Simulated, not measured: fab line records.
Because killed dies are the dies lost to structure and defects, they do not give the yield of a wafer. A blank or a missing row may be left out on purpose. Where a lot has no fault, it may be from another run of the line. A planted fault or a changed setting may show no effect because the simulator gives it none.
fab line records :: flow n5-finfet
[record]
  lots = 7
  wafers = 39
route steps=1938 shown FIN_SAQP@94 DUMMY_GATE@246 SD_EPI_P@308 GATE_CUT@469
start-h: hours from the record's opening day to when the first of the lot's shown wafers began :: wait-h: time in hours since the lot's previous step :: " unchanged from the row above :: L1.1+2: one row covering several wafers at once :: - either no value or no given start :: * or withheld: withheld :: < > ~ a bound
route shown NAME@n: names a module that has steps shown in the file, with the first one's number in the route :: usual: mean/standard deviation of fault-free wafers :: same: alike in all rows :: chamber/n: place in a boat :: sites: each site's reading :: _std_site: their standard deviation :: _edge_site: inner sites' mean taken away from outer sites' mean :: radius-mm: how far each site lies from the wafer's centre :: mask NAME#n: copy n :: behind: the last tool/chamber to shape the wafer :: hold: reason for holding the lot/hours on hold/outcome of the hold :: device: names the non-switching transistor (n, p or np) :: end of line: the same wafers' tests at the end of the route :: where a step has no rows: the recipe by itself :: killed: dies that structure and defects cost at the first sort, which is not the same as the wafer's yield :: map: the dies of a wafer, with x for killed, . for not killed, _ for no die there
set.NAME: the setting the step ran with; set.NAME@STEP: the setting that earlier step ran with :: model.NAME: the simulator's own value behind a step, which no gauge read
lots whose settings were changed on purpose; a table a step, a row a wafer
[[steps]]
[step N5_FIN_SAQP_ALD_61]
[recipe]
  material = SiO2
  target-thk-a = 40
  temp-c = 300
  ald-precursor-family = BDEAS
  ald-co-reactant = O2-plasma
  pulse-time-s = 1
  purge-time-s = 2
  co-reactant-purge-time-s = 2
  ald-cycles = 43
  pressure-torr = 2
lot.wafer: L076.1
tool: ald-sin-01
chamber: 2
start-h: 33.72
wait-h: 0.4
set.ald-cycles: 40
model.SiO2_of_FIN_SAQP_ALD_61.thk-nm: 3.751

lot.wafer: L076.2
tool: ald-sin-01
chamber: 1
start-h: 33.72
wait-h: 0.4
set.ald-cycles: 40
model.SiO2_of_FIN_SAQP_ALD_61.thk-nm: 3.723

lot.wafer: L076.3
tool: ald-sin-01
chamber: 3
start-h: 33.72
wait-h: 0.4
set.ald-cycles: 43
model.SiO2_of_FIN_SAQP_ALD_61.thk-nm: 3.99

lot.wafer: L076.4
tool: ald-sin-01
chamber: 0
start-h: 33.72
wait-h: 0.4
set.ald-cycles: 43
model.SiO2_of_FIN_SAQP_ALD_61.thk-nm: 4.011

lot.wafer: L076.5
tool: ald-sin-01
chamber: 1
start-h: 33.72
wait-h: 0.4
set.ald-cycles: 43
model.SiO2_of_FIN_SAQP_ALD_61.thk-nm: 4.012

lot.wafer: L076.6
tool: ald-sin-01
chamber: 2
start-h: 33.72
wait-h: 0.4
set.ald-cycles: 40
model.SiO2_of_FIN_SAQP_ALD_61.thk-nm: 3.738

lot.wafer: L077.1
tool: ald-sin-03
chamber: 2
start-h: 39.20
wait-h: 0.0
set.ald-cycles: 46
model.SiO2_of_FIN_SAQP_ALD_61.thk-nm: 4.247

lot.wafer: L077.2
tool: ald-sin-03
chamber: 1
start-h: 39.20
wait-h: 0.0
set.ald-cycles: 43
model.SiO2_of_FIN_SAQP_ALD_61.thk-nm: 3.973

lot.wafer: L077.3
tool: ald-sin-03
chamber: 0
start-h: 39.20
wait-h: 0.0
set.ald-cycles: 46
model.SiO2_of_FIN_SAQP_ALD_61.thk-nm: 4.246

lot.wafer: L077.4
tool: ald-sin-03
chamber: 3
start-h: 39.20
wait-h: 0.0
set.ald-cycles: 43
model.SiO2_of_FIN_SAQP_ALD_61.thk-nm: 3.983

lot.wafer: L077.5
tool: ald-sin-03
chamber: 1
start-h: 39.20
wait-h: 0.0
set.ald-cycles: 43
model.SiO2_of_FIN_SAQP_ALD_61.thk-nm: 3.979

lot.wafer: L077.6
tool: ald-sin-03
chamber: 0
start-h: 39.20
wait-h: 0.0
set.ald-cycles: 46
model.SiO2_of_FIN_SAQP_ALD_61.thk-nm: 4.272

lot.wafer: L079.1
tool: ald-sin-04
chamber: 2
start-h: 50.22
wait-h: 0.0
set.ald-cycles: 43
model.SiO2_of_FIN_SAQP_ALD_61.thk-nm: 4.045

lot.wafer: L079.2
tool: ald-sin-04
chamber: 0
start-h: 50.22
wait-h: 0.0
set.ald-cycles: 43
model.SiO2_of_FIN_SAQP_ALD_61.thk-nm: 4.02

lot.wafer: L079.3
tool: ald-sin-04
chamber: 1
start-h: 50.22
wait-h: 0.0
set.ald-cycles: 43
model.SiO2_of_FIN_SAQP_ALD_61.thk-nm: 4.044

lot.wafer: L079.4
tool: ald-sin-04
chamber: 3
start-h: 50.22
wait-h: 0.0
set.ald-cycles: 43
model.SiO2_of_FIN_SAQP_ALD_61.thk-nm: 4.036

lot.wafer: L079.5
tool: ald-sin-04
chamber: 1
start-h: 50.22
wait-h: 0.0
set.ald-cycles: 43
model.SiO2_of_FIN_SAQP_ALD_61.thk-nm: 4.048

lot.wafer: L079.6
tool: ald-sin-04
chamber: 0
start-h: 50.22
wait-h: 0.0
set.ald-cycles: 43
model.SiO2_of_FIN_SAQP_ALD_61.thk-nm: 4.019

lot.wafer: L081.1
tool: ald-sin-04
chamber: 2
start-h: 62.62
wait-h: 0.0
set.ald-cycles: 43
model.SiO2_of_FIN_SAQP_ALD_61.thk-nm: 4.008

lot.wafer: L081.2
tool: ald-sin-04
chamber: 3
start-h: 62.62
wait-h: 0.0
set.ald-cycles: 43
model.SiO2_of_FIN_SAQP_ALD_61.thk-nm: 4.003

lot.wafer: L081.3
tool: ald-sin-04
chamber: 0
start-h: 62.62
wait-h: 0.0
set.ald-cycles: 43
model.SiO2_of_FIN_SAQP_ALD_61.thk-nm: 3.982

lot.wafer: L081.4
tool: ald-sin-04
chamber: 0
start-h: 62.62
wait-h: 0.0
set.ald-cycles: 43
model.SiO2_of_FIN_SAQP_ALD_61.thk-nm: 4.007

lot.wafer: L081.5
tool: ald-sin-04
chamber: 2
start-h: 62.62
wait-h: 0.0
set.ald-cycles: 43
model.SiO2_of_FIN_SAQP_ALD_61.thk-nm: 3.997

lot.wafer: L081.6
tool: ald-sin-04
chamber: 3
start-h: 62.62
wait-h: 0.0
set.ald-cycles: 43
model.SiO2_of_FIN_SAQP_ALD_61.thk-nm: 3.968

lot.wafer: L086.1
tool: ald-sin-01
chamber: 3
start-h: 95.23
wait-h: 2.0
set.ald-cycles: 43
model.SiO2_of_FIN_SAQP_ALD_61.thk-nm: 3.981

lot.wafer: L086.2
tool: ald-sin-01
chamber: 1
start-h: 95.23
wait-h: 2.0
set.ald-cycles: 47
model.SiO2_of_FIN_SAQP_ALD_61.thk-nm: 4.34

lot.wafer: L086.3
tool: ald-sin-01
chamber: 0
start-h: 95.23
wait-h: 2.0
set.ald-cycles: 47
model.SiO2_of_FIN_SAQP_ALD_61.thk-nm: 4.385

lot.wafer: L086.4
tool: ald-sin-01
chamber: 0
start-h: 95.23
wait-h: 2.0
set.ald-cycles: 47
model.SiO2_of_FIN_SAQP_ALD_61.thk-nm: 4.356

lot.wafer: L086.5
tool: ald-sin-01
chamber: 1
start-h: 95.23
wait-h: 2.0
set.ald-cycles: 43
model.SiO2_of_FIN_SAQP_ALD_61.thk-nm: 4.001

lot.wafer: L086.6
tool: ald-sin-01
chamber: 3
start-h: 95.23
wait-h: 2.0
set.ald-cycles: 43
model.SiO2_of_FIN_SAQP_ALD_61.thk-nm: 3.976

lot.wafer: L087.1
tool: ald-sin-01
chamber: 0
start-h: 99.31
wait-h: 0.6
set.ald-cycles: 43
model.SiO2_of_FIN_SAQP_ALD_61.thk-nm: 4.018

lot.wafer: L087.3
tool: ald-sin-01
chamber: 1
start-h: 99.31
wait-h: 0.6
set.ald-cycles: 43
model.SiO2_of_FIN_SAQP_ALD_61.thk-nm: 4

lot.wafer: L087.4
tool: ald-sin-01
chamber: 2
start-h: 99.31
wait-h: 0.6
set.ald-cycles: 43
model.SiO2_of_FIN_SAQP_ALD_61.thk-nm: 4.027

lot.wafer: L092.1
tool: ald-sin-03
chamber: 2
start-h: 128.39
wait-h: 0.0
set.ald-cycles: 43
model.SiO2_of_FIN_SAQP_ALD_61.thk-nm: 4.024

lot.wafer: L092.2+3+5
tool: ald-sin-03
chamber: 0,1,1
start-h: 128.39
wait-h: 0.0
set.ald-cycles: 43
model.SiO2_of_FIN_SAQP_ALD_61.thk-nm: 4.014

lot.wafer: L092.4
tool: ald-sin-03
chamber: 3
start-h: 128.39
wait-h: 0.0
set.ald-cycles: 43
model.SiO2_of_FIN_SAQP_ALD_61.thk-nm: 4.022

lot.wafer: L092.6
tool: ald-sin-03
chamber: 2
start-h: 128.39
wait-h: 0.0
set.ald-cycles: 43
model.SiO2_of_FIN_SAQP_ALD_61.thk-nm: 4.026
[step N5_DUMMY_GATE_ETCH_32]
[recipe]
  chemistry = CF4
  target = SiO2
  target-depth-a = 35
  time-s = 3.9
  ion-energy-ev = 350
  pressure-mtorr = 10
  icp-w = 800
  bias-w = 400
  cf4-flow-sccm = 80
lot.wafer: L076.1
tool: rie-si-05
chamber: 2
start-h: 60.02
wait-h: 0.1
set.time-s: 3.9
model.etch.depth-nm: 3.623

lot.wafer: L076.2
tool: rie-si-05
chamber: 3
start-h: 60.02
wait-h: 0.1
set.time-s: 3.9
model.etch.depth-nm: 3.53

lot.wafer: L076.3
tool: rie-si-05
chamber: 0
start-h: 60.02
wait-h: 0.1
set.time-s: 3.9
model.etch.depth-nm: 3.572

lot.wafer: L076.4
tool: rie-si-05
chamber: 1
start-h: 60.02
wait-h: 0.1
set.time-s: 3.9
model.etch.depth-nm: 3.501

lot.wafer: L076.5
tool: rie-si-05
chamber: 3
start-h: 60.02
wait-h: 0.1
set.time-s: 3.9
model.etch.depth-nm: 3.518

lot.wafer: L076.6
tool: rie-si-05
chamber: 0
start-h: 60.02
wait-h: 0.1
set.time-s: 3.9
model.etch.depth-nm: 3.588

lot.wafer: L077.1
tool: rie-si-02
chamber: 1
start-h: 65.22
wait-h: 0.1
set.time-s: 3.9
model.etch.depth-nm: 3.373

lot.wafer: L077.2
tool: rie-si-02
chamber: 2
start-h: 65.22
wait-h: 0.1
set.time-s: 3.9
model.etch.depth-nm: 3.399

lot.wafer: L077.3+5
tool: rie-si-02
chamber: 0
start-h: 65.22
wait-h: 0.1
set.time-s: 3.9
model.etch.depth-nm: 3.582

lot.wafer: L077.4
tool: rie-si-02
chamber: 3
start-h: 65.22
wait-h: 0.1
set.time-s: 3.9
model.etch.depth-nm: 3.525

lot.wafer: L077.6
tool: rie-si-02
chamber: 1
start-h: 65.22
wait-h: 0.1
set.time-s: 3.9
model.etch.depth-nm: 3.41

lot.wafer: L079.1
tool: rie-si-02
chamber: 2
start-h: 76.49
wait-h: 0.1
set.time-s: 4.736
model.etch.depth-nm: 4.116

lot.wafer: L079.2
tool: rie-si-02
chamber: 1
start-h: 76.49
wait-h: 0.1
set.time-s: 4.736
model.etch.depth-nm: 4.114

lot.wafer: L079.3
tool: rie-si-02
chamber: 3
start-h: 76.49
wait-h: 0.1
set.time-s: 3.9
model.etch.depth-nm: 3.529

lot.wafer: L079.4
tool: rie-si-02
chamber: 2
start-h: 76.49
wait-h: 0.1
set.time-s: 3.9
model.etch.depth-nm: 3.402

lot.wafer: L079.5
tool: rie-si-02
chamber: 3
start-h: 76.49
wait-h: 0.1
set.time-s: 3.9
model.etch.depth-nm: 3.468

lot.wafer: L079.6
tool: rie-si-02
chamber: 1
start-h: 76.49
wait-h: 0.1
set.time-s: 4.736
model.etch.depth-nm: 4.128

lot.wafer: L081.1
tool: rie-si-04
chamber: 2
start-h: 88.09
wait-h: 0.1
set.time-s: 3.9
model.etch.depth-nm: 3.372

lot.wafer: L081.2
tool: rie-si-04
chamber: 1
start-h: 88.09
wait-h: 0.1
set.time-s: 3.9
model.etch.depth-nm: 3.524

lot.wafer: L081.3
tool: rie-si-04
chamber: 0
start-h: 88.09
wait-h: 0.1
set.time-s: 3.251
model.etch.depth-nm: 2.869

lot.wafer: L081.4
tool: rie-si-04
chamber: 3
start-h: 88.09
wait-h: 0.1
set.time-s: 3.251
model.etch.depth-nm: 2.906

lot.wafer: L081.5
tool: rie-si-04
chamber: 0
start-h: 88.09
wait-h: 0.1
set.time-s: 3.9
model.etch.depth-nm: 3.429

lot.wafer: L081.6
tool: rie-si-04
chamber: 1
start-h: 88.09
wait-h: 0.1
set.time-s: 3.251
model.etch.depth-nm: 2.941

lot.wafer: L086.1
tool: rie-si-04
chamber: 0
start-h: 121.85
wait-h: 0.1
set.time-s: 3.9
model.etch.depth-nm: 3.443

lot.wafer: L086.2
tool: rie-si-04
chamber: 1
start-h: 121.85
wait-h: 0.1
set.time-s: 3.9
model.etch.depth-nm: 3.535

lot.wafer: L086.3
tool: rie-si-04
chamber: 2
start-h: 121.85
wait-h: 0.1
set.time-s: 3.9
model.etch.depth-nm: 3.404

lot.wafer: L086.4
tool: rie-si-04
chamber: 3
start-h: 121.85
wait-h: 0.1
set.time-s: 3.595
model.etch.depth-nm: 3.242

lot.wafer: L086.5
tool: rie-si-04
chamber: 1
start-h: 121.85
wait-h: 0.1
set.time-s: 3.595
model.etch.depth-nm: 3.264

lot.wafer: L086.6
tool: rie-si-04
chamber: 0
start-h: 121.85
wait-h: 0.1
set.time-s: 3.595
model.etch.depth-nm: 3.182

lot.wafer: L087.1
tool: rie-si-05
chamber: 0
start-h: 127.51
wait-h: 0.1
set.time-s: 3.9
model.etch.depth-nm: 3.537

lot.wafer: L087.3
tool: rie-si-05
chamber: 2
start-h: 127.51
wait-h: 0.1
set.time-s: 3.9
model.etch.depth-nm: 3.543

lot.wafer: L087.4
tool: rie-si-05
chamber: 1
start-h: 127.51
wait-h: 0.1
set.time-s: 3.9
model.etch.depth-nm: 3.475

lot.wafer: L092.1
tool: rie-si-04
chamber: 0
start-h: 158.61
wait-h: 0.1
set.time-s: 3.162
model.etch.depth-nm: 2.758

lot.wafer: L092.2
tool: rie-si-04
chamber: 2
start-h: 158.61
wait-h: 0.1
set.time-s: 3.9
model.etch.depth-nm: 3.401

lot.wafer: L092.3
tool: rie-si-04
chamber: 3
start-h: 158.61
wait-h: 0.1
set.time-s: 3.9
model.etch.depth-nm: 3.456

lot.wafer: L092.4
tool: rie-si-04
chamber: 0
start-h: 158.61
wait-h: 0.1
set.time-s: 3.162
model.etch.depth-nm: 2.785

lot.wafer: L092.5
tool: rie-si-04
chamber: 2
start-h: 158.61
wait-h: 0.1
set.time-s: 3.162
model.etch.depth-nm: 2.75

lot.wafer: L092.6
tool: rie-si-04
chamber: 3
start-h: 158.61
wait-h: 0.1
set.time-s: 3.9
model.etch.depth-nm: 3.449
[step N5_SD_EPI_P_ETCH_37]
[recipe]
  chemistry = N2/H2
  target = SOC
  overetch-a = 1080
  mask-material = SiARC
  temp-c = 40
  ion-energy-ev = 100
  source-w = 3000
  bias-w = 133
  pressure-mtorr = 20
  time-s = 486
  n2-flow-sccm = 200
  h2-flow-sccm = 200
  ends = end-point
[usual]
  rf-vpp-V = 241.0/1.2
lot.wafer: L076.1
tool: rie-diel-02
chamber: 3
start-h: 66.79
wait-h: 0.0
set.source-w: 3000
rf-vpp-V: 238.0

lot.wafer: L076.2
tool: rie-diel-02
chamber: 1
start-h: 66.79
wait-h: 0.0
set.source-w: 3000
rf-vpp-V: 240.4

lot.wafer: L076.3
tool: rie-diel-02
chamber: 0
start-h: 66.79
wait-h: 0.0
set.source-w: 3000
rf-vpp-V: 240.7

lot.wafer: L076.4
tool: rie-diel-02
chamber: 2
start-h: 66.79
wait-h: 0.0
set.source-w: 3000
rf-vpp-V: 239.7

lot.wafer: L076.5
tool: rie-diel-02
chamber: 0
start-h: 66.79
wait-h: 0.0
set.source-w: 3000
rf-vpp-V: 241.2

lot.wafer: L076.6
tool: rie-diel-02
chamber: 1
start-h: 66.79
wait-h: 0.0
set.source-w: 3000
rf-vpp-V: 241.4

lot.wafer: L077.1
tool: rie-diel-02
chamber: 3
start-h: 71.89
wait-h: 0.0
set.source-w: 3295
rf-vpp-V: 231.7

lot.wafer: L077.2
tool: rie-diel-02
chamber: 2
start-h: 71.89
wait-h: 0.0
set.source-w: 3295
rf-vpp-V: 234.5

lot.wafer: L077.3
tool: rie-diel-02
chamber: 1
start-h: 71.89
wait-h: 0.0
set.source-w: 3000
rf-vpp-V: 241.3

lot.wafer: L077.4
tool: rie-diel-02
chamber: 0
start-h: 71.89
wait-h: 0.0
set.source-w: 3000
rf-vpp-V: 240.5

lot.wafer: L077.5
tool: rie-diel-02
chamber: 1
start-h: 71.89
wait-h: 0.0
set.source-w: 3295
rf-vpp-V: 232.9

lot.wafer: L077.6
tool: rie-diel-02
chamber: 2
start-h: 71.89
wait-h: 0.0
set.source-w: 3000
rf-vpp-V: 239.3

lot.wafer: L079.1
tool: rie-diel-02
chamber: 3
start-h: 83.54
wait-h: 0.0
set.source-w: 3000
rf-vpp-V: 239.8

lot.wafer: L079.2
tool: rie-diel-02
chamber: 2
start-h: 83.54
wait-h: 0.0
set.source-w: 3000
rf-vpp-V: 241.6

lot.wafer: L079.3
tool: rie-diel-02
chamber: 0
start-h: 83.54
wait-h: 0.0
set.source-w: 3000
rf-vpp-V: 241.1

lot.wafer: L079.4
tool: rie-diel-02
chamber: 1
start-h: 83.54
wait-h: 0.0
set.source-w: 3000
rf-vpp-V: 240.5

lot.wafer: L079.5
tool: rie-diel-02
chamber: 3
start-h: 83.54
wait-h: 0.0
set.source-w: 3000
rf-vpp-V: 240.3

lot.wafer: L079.6
tool: rie-diel-02
chamber: 2
start-h: 83.54
wait-h: 0.0
set.source-w: 3000
rf-vpp-V: 240.6

lot.wafer: L081.1
tool: rie-diel-01
chamber: 1
start-h: 96.04
wait-h: 0.0
set.source-w: 3435
rf-vpp-V: 231.7

lot.wafer: L081.2
tool: rie-diel-01
chamber: 3
start-h: 96.04
wait-h: 0.0
set.source-w: 3000
rf-vpp-V: 241.1

lot.wafer: L081.3
tool: rie-diel-01
chamber: 2
start-h: 96.04
wait-h: 0.0
set.source-w: 3435
rf-vpp-V: 229.3

lot.wafer: L081.4
tool: rie-diel-01
chamber: 2
start-h: 96.04
wait-h: 0.0
set.source-w: 3435
rf-vpp-V: 230.5

lot.wafer: L081.5
tool: rie-diel-01
chamber: 1
start-h: 96.04
wait-h: 0.0
set.source-w: 3000
rf-vpp-V: 241.6

lot.wafer: L081.6
tool: rie-diel-01
chamber: 3
start-h: 96.04
wait-h: 0.0
set.source-w: 3000
rf-vpp-V: 241.4

lot.wafer: L086.1
tool: rie-diel-02
chamber: 3
start-h: 127.85
wait-h: 0.0
set.source-w: 3000
rf-vpp-V: 237.3

lot.wafer: L086.2
tool: rie-diel-02
chamber: 0
start-h: 127.85
wait-h: 0.0
set.source-w: 3396
rf-vpp-V: 230.0

lot.wafer: L086.3
tool: rie-diel-02
chamber: 2
start-h: 127.85
wait-h: 0.0
set.source-w: 3396
rf-vpp-V: 230.3

lot.wafer: L086.4
tool: rie-diel-02
chamber: 1
start-h: 127.85
wait-h: 0.0
set.source-w: 3000
rf-vpp-V: 240.6

lot.wafer: L086.5
tool: rie-diel-02
chamber: 2
start-h: 127.85
wait-h: 0.0
set.source-w: 3000
rf-vpp-V: 238.8

lot.wafer: L086.6
tool: rie-diel-02
chamber: 1
start-h: 127.85
wait-h: 0.0
set.source-w: 3396
rf-vpp-V: 231.8

lot.wafer: L087.1
tool: rie-diel-03
chamber: 1
start-h: 136.57
wait-h: 0.0
set.source-w: 3000
rf-vpp-V: 242.6

lot.wafer: L087.3
tool: rie-diel-03
chamber: 3
start-h: 136.57
wait-h: 0.0
set.source-w: 3000
rf-vpp-V: 240.5

lot.wafer: L087.4
tool: rie-diel-03
chamber: 3
start-h: 136.57
wait-h: 0.0
set.source-w: 3000
rf-vpp-V: 240.2

lot.wafer: L092.1
tool: rie-diel-02
chamber: 2
start-h: 165.03
wait-h: 0.0
set.source-w: 3000
rf-vpp-V: 240.1

lot.wafer: L092.2
tool: rie-diel-02
chamber: 0
start-h: 165.03
wait-h: 0.0
set.source-w: 3000
rf-vpp-V: 240.5

lot.wafer: L092.3
tool: rie-diel-02
chamber: 1
start-h: 165.03
wait-h: 0.0
set.source-w: 3000
rf-vpp-V: 240.1

lot.wafer: L092.4
tool: rie-diel-02
chamber: 1
start-h: 165.03
wait-h: 0.0
set.source-w: 3000
rf-vpp-V: 240.7

lot.wafer: L092.5
tool: rie-diel-02
chamber: 2
start-h: 165.03
wait-h: 0.0
set.source-w: 3000
rf-vpp-V: 241.2

lot.wafer: L092.6
tool: rie-diel-02
chamber: 0
start-h: 165.03
wait-h: 0.0
set.source-w: 3000
rf-vpp-V: 242.3
[step N5_GATE_CUT_ETCH_58]
[recipe]
  chemistry = CH3F/O2
  target = SiNx
  target-depth-a = 170
  time-s = 128.6
  ion-energy-ev = 50
  pressure-mtorr = 30
  source-w = 415
  bias-w = 21
  Ar_flow_sccm = 150
  CH3F_flow_sccm = 30
  O2_flow_sccm = 20
[usual]
  rf-vpp-V = 99.4/0.91
lot.wafer: L076.1
tool: rie-diel-02
chamber: 3
start-h: 92.18
wait-h: 0.0
set.bias-w: 22.32
rf-vpp-V: 103.5

lot.wafer: L076.2
tool: rie-diel-02
chamber: 0
start-h: 92.18
wait-h: 0.0
set.bias-w: 21
rf-vpp-V: 99.0

lot.wafer: L076.3
tool: rie-diel-02
chamber: 1
start-h: 92.18
wait-h: 0.0
set.bias-w: 22.32
rf-vpp-V: 104.7

lot.wafer: L076.4
tool: rie-diel-02
chamber: 2
start-h: 92.18
wait-h: 0.0
set.bias-w: 21
rf-vpp-V: 99.7

lot.wafer: L076.5
tool: rie-diel-02
chamber: 3
start-h: 92.18
wait-h: 0.0
set.bias-w: 22.32
rf-vpp-V: 100.6

lot.wafer: L076.6
tool: rie-diel-02
chamber: 2
start-h: 92.18
wait-h: 0.0
set.bias-w: 21
rf-vpp-V: 98.5

lot.wafer: L077.1
tool: rie-diel-01
chamber: 1
start-h: 97.12
wait-h: 0.0
set.bias-w: 22.07
rf-vpp-V: 102.8

lot.wafer: L077.2
tool: rie-diel-01
chamber: 2
start-h: 97.12
wait-h: 0.0
set.bias-w: 21
rf-vpp-V: 100.1

lot.wafer: L077.3
tool: rie-diel-01
chamber: 3
start-h: 97.12
wait-h: 0.0
set.bias-w: 22.07
rf-vpp-V: 100.8

lot.wafer: L077.4
tool: rie-diel-01
chamber: 3
start-h: 97.12
wait-h: 0.0
set.bias-w: 21
rf-vpp-V: 99.3

lot.wafer: L077.5
tool: rie-diel-01
chamber: 1
start-h: 97.12
wait-h: 0.0
set.bias-w: 22.07
rf-vpp-V: 103.5

lot.wafer: L077.6
tool: rie-diel-01
chamber: 2
start-h: 97.12
wait-h: 0.0
set.bias-w: 21
rf-vpp-V: 98.6

lot.wafer: L079.1
tool: rie-diel-01
chamber: 1
start-h: 110.06
wait-h: 0.1
set.bias-w: 21
rf-vpp-V: 100.2

lot.wafer: L079.2
tool: rie-diel-01
chamber: 3
start-h: 110.06
wait-h: 0.1
set.bias-w: 21
rf-vpp-V: 98.1

lot.wafer: L079.3
tool: rie-diel-01
chamber: 0
start-h: 110.06
wait-h: 0.1
set.bias-w: 21
rf-vpp-V: 99.5

lot.wafer: L079.4
tool: rie-diel-01
chamber: 2
start-h: 110.06
wait-h: 0.1
set.bias-w: 21
rf-vpp-V: 98.9

lot.wafer: L079.5
tool: rie-diel-01
chamber: 3
start-h: 110.06
wait-h: 0.1
set.bias-w: 21
rf-vpp-V: 98.4

lot.wafer: L079.6
tool: rie-diel-01
chamber: 0
start-h: 110.06
wait-h: 0.1
set.bias-w: 21
rf-vpp-V: 98.6

lot.wafer: L081.1
tool: rie-diel-01
chamber: 0
start-h: 121.37
wait-h: 0.1
set.bias-w: 22.08
rf-vpp-V: 101.6

lot.wafer: L081.2
tool: rie-diel-01
chamber: 3
start-h: 121.37
wait-h: 0.1
set.bias-w: 22.08
rf-vpp-V: 101.4

lot.wafer: L081.3
tool: rie-diel-01
chamber: 1
start-h: 121.37
wait-h: 0.1
set.bias-w: 21
rf-vpp-V: 100.9

lot.wafer: L081.4
tool: rie-diel-01
chamber: 2
start-h: 121.37
wait-h: 0.1
set.bias-w: 22.08
rf-vpp-V: 103.8

lot.wafer: L081.5
tool: rie-diel-01
chamber: 2
start-h: 121.37
wait-h: 0.1
set.bias-w: 21
rf-vpp-V: 99.8

lot.wafer: L081.6
tool: rie-diel-01
chamber: 3
start-h: 121.37
wait-h: 0.1
set.bias-w: 21
rf-vpp-V: 99.5

lot.wafer: L086.1
tool: rie-diel-02
chamber: 0
start-h: 154.44
wait-h: 0.3
set.bias-w: 21
rf-vpp-V: 100.1

lot.wafer: L086.2
tool: rie-diel-02
chamber: 1
start-h: 154.44
wait-h: 0.3
set.bias-w: 21
rf-vpp-V: 100.4

lot.wafer: L086.3
tool: rie-diel-02
chamber: 2
start-h: 154.44
wait-h: 0.3
set.bias-w: 21
rf-vpp-V: 100.3

lot.wafer: L086.4
tool: rie-diel-02
chamber: 0
start-h: 154.44
wait-h: 0.3
set.bias-w: 21
rf-vpp-V: 99.2

lot.wafer: L086.5
tool: rie-diel-02
chamber: 1
start-h: 154.44
wait-h: 0.3
set.bias-w: 21
rf-vpp-V: 98.8

lot.wafer: L086.6
tool: rie-diel-02
chamber: 2
start-h: 154.44
wait-h: 0.3
set.bias-w: 21
rf-vpp-V: 100.2

lot.wafer: L087.1
tool: rie-diel-02
chamber: 2
start-h: 164.45
wait-h: 0.1
set.bias-w: 21
rf-vpp-V: 98.1

lot.wafer: L087.3
tool: rie-diel-02
chamber: 0
start-h: 164.45
wait-h: 0.1
set.bias-w: 21
rf-vpp-V: 99.1

lot.wafer: L087.4
tool: rie-diel-02
chamber: 1
start-h: 164.45
wait-h: 0.1
set.bias-w: 21
rf-vpp-V: 100.0

lot.wafer: L092.1
tool: rie-diel-02
chamber: 3
start-h: 191.21
wait-h: 0.0
set.bias-w: 21
rf-vpp-V: 99.0

lot.wafer: L092.2
tool: rie-diel-02
chamber: 1
start-h: 191.21
wait-h: 0.0
set.bias-w: 21
rf-vpp-V: 99.0

lot.wafer: L092.3
tool: rie-diel-02
chamber: 0
start-h: 191.21
wait-h: 0.0
set.bias-w: 21
rf-vpp-V: 99.8

lot.wafer: L092.4
tool: rie-diel-02
chamber: 2
start-h: 191.21
wait-h: 0.0
set.bias-w: 23.89
rf-vpp-V: 106.9

lot.wafer: L092.5
tool: rie-diel-02
chamber: 3
start-h: 191.21
wait-h: 0.0
set.bias-w: 23.89
rf-vpp-V: 109.2

lot.wafer: L092.6
tool: rie-diel-02
chamber: 2
start-h: 191.21
wait-h: 0.0
set.bias-w: 23.89
rf-vpp-V: 107.4
[[key]]
[split]
  step = N5_FIN_SAQP_ALD_61
  setting = ald-cycles
  stated = 43
  by = wafer
[response]
  step = N5_FIN_SAQP_ALD_61
  reading = model.SiO2_of_FIN_SAQP_ALD_61.thk-nm
  change = +0.0395
  per = 1%
  r = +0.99
[split]
  step = N5_DUMMY_GATE_ETCH_32
  setting = time-s
  stated = 3.9
  by = wafer
[response]
  step = N5_DUMMY_GATE_ETCH_32
  reading = model.etch.depth-nm
  change = +0.0324
  per = 1%
  r = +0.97
[split]
  step = N5_SD_EPI_P_ETCH_37
  setting = source-w
  stated = 3000
  by = wafer
[response]
  step = N5_SD_EPI_P_ETCH_37
  reading = rf-vpp-V
  change = -0.702
  per = 1%
  r = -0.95
[split]
  step = N5_GATE_CUT_ETCH_58
  setting = bias-w
  stated = 21
  by = wafer
[response]
  step = N5_GATE_CUT_ETCH_58
  reading = rf-vpp-V
  change = +0.602
  per = 1%
  r = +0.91
